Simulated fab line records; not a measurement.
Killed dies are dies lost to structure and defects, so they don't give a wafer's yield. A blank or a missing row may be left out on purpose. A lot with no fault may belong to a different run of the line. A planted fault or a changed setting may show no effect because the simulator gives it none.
2 desks looking at one fault / flow nand harc / each desk holds nothing but its own numbers, with what lay behind them at the end

== FROM THE METROLOGY DESK ==
What the gauges read, lot by lot, whatever tool the lot ran on: means of the sampled wafers that have a number. Any lot whose mean is over 4 standard deviations away from the usual mean is out of limits and marked OUT; that distance is given in the brackets.
Columns: A = cd nm at NHARC_A_SLIT_CD_MEAS_21, usual 289.3 nm
lot=L211; first seen here=day 20 03:09; A=290.3
lot=L215; first seen here=day 21 01:28; A=290.0
lot=L214; first seen here=day 21 04:53; A=290.6
lot=L213; first seen here=day 21 05:17; A=289.6
lot=L216; first seen here=day 21 16:13; A=288.7
lot=L217; first seen here=day 21 16:49; A=289.4
lot=L220; first seen here=day 24 04:02; A=289.8
lot=L224; first seen here=day 26 08:28; A=290.4
lot=L227; first seen here=day 26 21:56; A=289.6
lot=L229; first seen here=day 27 11:23; A=287.3
lot=L230; first seen here=day 27 15:11; A=288.3
lot=L232; first seen here=day 29 09:27; A=288.6
lot=L234; first seen here=day 29 17:38; A=290.5
lot=L233; first seen here=day 29 20:10; A=288.9
Finding of this desk: none of the 14 lots has anything out of limits.

== THE TOOL OWNER'S DESK: rie diel-05 ==
The tool's own readings at NHARC_A_SLIT_ETCH_29 (etches the open film in CF4/O2, target depth 100 nm, overetch 10 nm, time 55 s): means of the sampled wafers that have a number, for each lot that ran on this tool. Any lot whose mean is over 4 standard deviations away from the usual mean is out of limits and marked OUT; that distance is given in the brackets.
Columns: A = drypump motor current A at NHARC_A_SLIT_ETCH_29, usual 5.5 A; B = oes product au at NHARC_A_SLIT_ETCH_29, usual 0.998 a.u.; C = rf vpp V at NHARC_A_SLIT_ETCH_29, usual 198.2 V; D = run length s at NHARC_A_SLIT_ETCH_29, usual 76.3 s; E = showerhead plenum p Torr at NHARC_A_SLIT_ETCH_29, usual 1.35 Torr; F = throttle valve pct at NHARC_A_SLIT_ETCH_29, usual 13.397 %
lot=L216; first seen here=day 21 15:40; A=5.7; B=1.014; C=197.7; D=76.2; E=1.35; F=13.391
lot=L224; first seen here=day 26 07:55; A=5.7; B=1.006; C=199.9; D=74.3; E=1.34; F=13.399
lot=L227; first seen here=day 26 21:25; A=5.3; B=0.997; C=199.0; D=74.5; E=1.35; F=13.391
lot=L234; first seen here=day 29 17:05; A=5.4; B=1.006; C=198.3; D=76.1; E=1.37; F=13.394
Finding of this desk: none of the 4 lots has anything out of limits.

== TAKEN TOGETHER ==
The metrology desk saw nothing out of limits.
The desk of the tool owner found nothing out of limits.

== WHAT WAS PUT IN BY THE SIMULATOR ==
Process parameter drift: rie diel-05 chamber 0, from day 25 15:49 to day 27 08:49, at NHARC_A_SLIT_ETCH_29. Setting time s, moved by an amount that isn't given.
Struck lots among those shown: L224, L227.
